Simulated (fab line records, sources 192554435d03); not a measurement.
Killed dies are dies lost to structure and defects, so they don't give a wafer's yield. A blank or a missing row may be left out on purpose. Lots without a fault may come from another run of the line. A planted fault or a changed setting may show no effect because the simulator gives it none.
Split-lot experiment | flow n5_finfet | 7 lots, 21 wafers read, on a route of 1938 steps

THE SPLIT
At N5_BEOL_M12_COAT_04 (resist thk 400 nm), the setting spin_rpm was moved away from the recipe's 1625 rpm on 8 of the 21 wafers read, by -11.0% to +10.9%. The other wafers ran this setting at the recipe's value.

FROM THE SPLIT TO THE READING: what the file shows between them, 4 steps
- N5_BEOL_M12_EBR_06
- N5_BEOL_M12_SOFTBAKE_05: time 60 s
- N5_BEOL_M12_DESCUM_15: chemistry O2, time 7.9 s
- N5_BEOL_M12_ETCH_59: etches BARC in N2/H2, target depth 89 nm, overetch 26.7 nm, time 67.9 s

THE READING
coat_of_BEOL_M12_COAT_04.thk_nm (the simulator's own value, which no gauge read), in nm, at N5_BEOL_M12_VIA_ETCH_16 (etches SiOC in C4F8/O2/Ar, target depth 724.8 nm). The file gives no usual value for it. The 13 wafers here that ran the recipe average 122.8 nm, standard deviation 3.1 nm.

wafer  | tool, chamber at the split | spin_rpm as run, rpm | against the recipe | coat_of_BEOL_M12_COAT_04.thk_nm, nm | against lot-mates on the recipe
L074.1 | litho_track-05, 0          | 1625                 | recipe             | 128                                 | -
L074.4 | litho_track-05, 0          | 1446                 | -11.0%             | 147.4                               | +21.3
L074.5 | litho_track-05, 0          | 1625                 | recipe             | 124.2                               | -
L077.1 | litho_track-03, 0          | 1625                 | recipe             | 125.6                               | -
L077.3 | litho_track-03, 0          | 1625                 | recipe             | 122.4                               | -
L077.5 | litho_track-03, 0          | 1512                 | -7.0%              | 138.4                               | +14.4
L079.2 | litho_track-02, 0          | 1625                 | recipe             | 124.2                               | -
L079.4 | litho_track-02, 0          | 1625                 | recipe             | 119                                 | -
L079.6 | litho_track-02, 0          | 1625                 | recipe             | 121.4                               | -
L080.2 | litho_track-02, 0          | 1480                 | -8.9%              | 145.8                               | +24.2
L080.4 | litho_track-02, 0          | 1625                 | recipe             | 121.6                               | -
L080.5 | litho_track-02, 0          | 1480                 | -8.9%              | 143.4                               | +21.8
L083.1 | litho_track-03, 0          | 1459                 | -10.2%             | 145.2                               | +22.1
L083.4 | litho_track-03, 0          | 1625                 | recipe             | 121                                 | -
L083.6 | litho_track-03, 0          | 1625                 | recipe             | 125.2                               | -
L094.1 | litho_track-05, 0          | 1625                 | recipe             | 125.4                               | -
L094.3 | litho_track-05, 0          | 1802                 | +10.9%             | 102.8                               | -17.6
L094.6 | litho_track-05, 0          | 1625                 | recipe             | 115.4                               | -
L095.2 | litho_track-05, 0          | 1704                 | +4.9%              | 115.2                               | -8.2
L095.3 | litho_track-05, 0          | 1625                 | recipe             | 123.4                               | -
L095.5 | litho_track-05, 0          | 1704                 | +4.9%              | 110.8                               | -12.6

THE FIT
A straight line over all 21 wafers: coat_of_BEOL_M12_COAT_04.thk_nm changes by -2.16 nm for each +1% of spin_rpm; r = -0.97; the points scatter about the line by 2.9 nm.
The same after taking each lot's own level away (the mean of its wafers on the recipe; 21 wafers): -2.08 nm for each +1%; r = -0.97; scatter 2.9 nm.
On that fit, the largest move of spin_rpm shifts the reading by 23 nm.
The lots' own levels span 120.40 to 126.10 nm, that is 1.8 times the standard deviation above.
So the lot-to-lot level changes the slope little: the two slopes agree.
Check: with one of the wafers moved furthest among these (-11.0%) left out of the fit, the line predicts +24.2 nm for it against its lot-mates. It came out at +21.3 nm against them.

OTHER SPLITS ON THESE WAFERS
These wafers also went through other splits before the reading. Each is held against what the fit with the lots' levels taken away leaves over:
other split on the same wafers    | wafers away from the commonest value | r with coat_of_BEOL_M12_COAT_04.thk_nm (lot level and that fit taken away)
N5_BEOL_M9_HM_DEP_02 target_thk_a | 14                                   | +0.21
N5_BEOL_M10_COAT_59 spin_rpm      | 6                                    | -0.30
N5_BEOL_M11_ETCH_66 time_s        | 5                                    | +0.31
N5_BEOL_M11_VIA_ETCH_34 time_s    | 4                                    | +0.14

THE WHOLE CHAIN: every reading that the file lists as answering this split, in the file's order
step                    | what it does                                     | reading                                                                          | change (the file's fit)              | r (the file's)
N5_BEOL_M12_COAT_04     | resist thk 400 nm                                | coat_of_BEOL_M12_COAT_04.thk_nm (the simulator's own value, which no gauge read) | -2.08 nm for each +1% of the setting | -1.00
N5_BEOL_M12_VIA_ETCH_16 | etches SiOC in C4F8/O2/Ar, target depth 724.8 nm | coat_of_BEOL_M12_COAT_04.thk_nm (the simulator's own value, which no gauge read) | -2.03 nm for each +1% of the setting | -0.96
N5_BEOL_M12_STRIP_63    | strips in N2/H2                                  | strip_time_to_endpoint_s                                                         | withheld for each +1% of the setting | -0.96

THE FILE'S OWN FIT
coat_of_BEOL_M12_COAT_04.thk_nm changes by -2.03 nm for each +1% of spin_rpm, r = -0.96.
